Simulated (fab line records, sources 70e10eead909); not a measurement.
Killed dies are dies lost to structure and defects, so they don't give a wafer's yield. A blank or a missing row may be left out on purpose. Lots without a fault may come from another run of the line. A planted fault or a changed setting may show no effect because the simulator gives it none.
Which tool did it? | flow nand_harc | 7 lots, 21 wafers sampled, at 1 step of a route of 1302

WHAT THE GAUGES READ, wafer by wafer
NHARC_P_ZERO_WELL_CD_MEAS_37: target cd 720 nm.
lot  | measured     | on        | cd_nm (nm)
L781 | day 2 10:13  | cd_sem-03 | 722.0 721.1 720.4
L784 | day 3 16:17  | cd_sem-03 | 720.2 720.8 721.0
L786 | day 4 12:41  | cd_sem-01 | 720.6 719.8 719.1
L788 | day 5 07:53  | cd_sem-03 | 719.7 719.7 719.0
L799 | day 9 22:25  | cd_sem-03 | 720.7 720.5 721.5
L801 | day 10 18:14 | cd_sem-01 | 719.4 719.0 717.8
L803 | day 11 14:05 | cd_sem-03 | 719.6 719.6 720.4

WHICH TOOL RAN EACH LOT (tool, then ch and the chambers of the sampled wafers, then the start)
The record holds no process step before these readings.

THE ANSWER, worked out from the rows above alone
Rule: what is usual is taken from the lots themselves. Put in order of their means at a reading, lots are off if they are a third of the lots or fewer, leave a main group of 4 or more, and stand apart from it by a gap of 3 or more times the standard deviation of the main group's means; of several such gaps the widest counts. A main group whose means are all the same, to the digits that the tables above print for the reading, isn't used. A lot without any number at a reading at which 4 lots or more have one is off too. The other lots that the step has rows for count as sound.
No lot is off at any reading shown: from this, nothing can be told.

WHAT THE SIMULATOR HAD PUT IN
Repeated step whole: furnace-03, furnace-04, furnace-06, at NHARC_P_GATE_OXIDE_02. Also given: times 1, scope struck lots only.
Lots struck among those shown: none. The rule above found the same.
